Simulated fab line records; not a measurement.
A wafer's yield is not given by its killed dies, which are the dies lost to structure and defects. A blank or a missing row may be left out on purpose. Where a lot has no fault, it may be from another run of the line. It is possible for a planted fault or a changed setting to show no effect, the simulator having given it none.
Struck lot and sound lot, side by side || flow n5 finfet || 34 out of 1938 route steps
Sound: the wafers L730.2, L730.5, L730.6. The struck wafers were L734.1, L734.2, L734.4. The cause is named last.
Per side, at each step with rows, come the tool, then ch with its chambers, and then its first start. Under that, the readings that differ: sound wafers || struck wafers || difference of the means || sigmas: that difference in standard deviations of wafers without a fault.
alike: readings with means less than 2 such deviations apart, plus words and numbers identical on both sides. not compared: withheld readings, readings lacking a value on some wafer, bounds such as >300 that could conceal the same value, and numbers that have no deviation in the record and whose values overlap.
Wherever a step has rows on one side only, a row that says differs or no value, or a row with sigmas, the two part there. When numbers do not overlap yet have no deviation, they are printed without sigmas and do not part them. A reading that every wafer of one side lacks parts them only if that side has two wafers or more.

first, 9 steps without rows for these wafers: N5_BEOL_M11_EXPOSE_25 (exposes mask V10); N5_BEOL_M11_PEB_26 (peb time 60 s); N5_BEOL_M11_DEVELOP_27 (develop time 30 s); N5_BEOL_M11_DESCUM_33 (chemistry O2, time 7.9 s); N5_BEOL_M11_ETCH_65 (etches SiARC in CF4, target depth 39 nm, time 65 s); N5_BEOL_M11_ETCH_66 (etches SOC in N2/H2, target depth 120 nm, overetch 24 nm, time 180 s); N5_BEOL_M11_STRIP_69 (strips in N2/H2); N5_BEOL_M11_VIA_ETCH_34 (etches SiCOH lowk in C4F6/O2, target depth 184.5 nm, time 69.2 s); N5_BEOL_M11_STRIP_73 (strips in C4F6/O2).
N5_BEOL_M11_STRIP_36: strips in N2/H2.
  sound on rie diel-03 ch 0,2,3, day 14 09:09; struck on rie diel-06 ch 0,1,2, day 15 04:50
  alike: drypump motor current A, oes product au, rf vpp V, showerhead plenum p Torr, throttle valve pct
  not compared: rf hours counter h
then, 23 steps without rows for these wafers: N5_BEOL_M11_TRENCH_ETCH_37 (etches SiCOH lowk in C4F6/O2, target depth 148.83 nm, time 48 s); N5_BEOL_M11_ETCH_41 (etches SiCN in CH3F/O2, target depth 42.6 nm, time 86 s); N5_BEOL_M11_STRIP_77 (strips in N2/H2, time 10 s); N5_BEOL_M11_HM_STRIP_39 (strips TiN in peroxide tin strip, target depth 25 nm, time 158 s); N5_BEOL_M11_SRD_40 (time 30 s); N5_BEOL_M11_PRECLEAN_42 (cleans in residue remover, time 60 s); N5_BEOL_M11_SRD_43 (time 30 s); N5_BEOL_M11_CURE_72 (cures SiCOH lowk, time 120 s); N5_BEOL_M11_DEGAS_44 (time 60 s); N5_BEOL_M11_PRE_CLEAN_45 (time 30 s); N5_BEOL_M11_ALD_74 (deposits TaN, target thk 2 nm, pulse time 2 s, purge time 3 s); N5_BEOL_M11_SURFACE_TREAT_76; N5_BEOL_M11_CVD_75 (deposits Co from CCTBA/H2, target thk 2 nm, time 138.9 s); N5_BEOL_M11_SPUTTER_48 (material Cu, target thk 12 nm, time 2 s); N5_BEOL_M11_ECD_50 (material Cu, target thk 318 nm); N5_BEOL_M11_ANNEAL_51 (time 90 s); N5_BEOL_M11_CMP_52 (polishes, stops on SiCOH lowk, t overpolish 7 s, target thk 140 nm); N5_BEOL_M11_PRE_CLEAN_55 (time 15 s); N5_BEOL_M11_DEP_56 (deposits SiCN from 3MS/NH3, target thk 30 nm, time 10.5 s); N5_BEOL_M12_ILD_DEP_00 (deposits SiOC from DEMS/O2, target thk 658.92 nm, time 130.7 s); N5_BEOL_M12_COAT_58 (time 60 s, resist thk 89 nm); N5_BEOL_M12_COAT_04 (resist thk 400 nm); N5_BEOL_M12_EBR_06.
N5_PASSIVATION_PROBE_49:
  record: rows for the struck wafers here (prober-01, day 17 03:32), none for the sound ones

== WHERE THEY PART ==
Within this record, at N5_PASSIVATION_PROBE_49 only.

WHY: the cause the simulator had injected
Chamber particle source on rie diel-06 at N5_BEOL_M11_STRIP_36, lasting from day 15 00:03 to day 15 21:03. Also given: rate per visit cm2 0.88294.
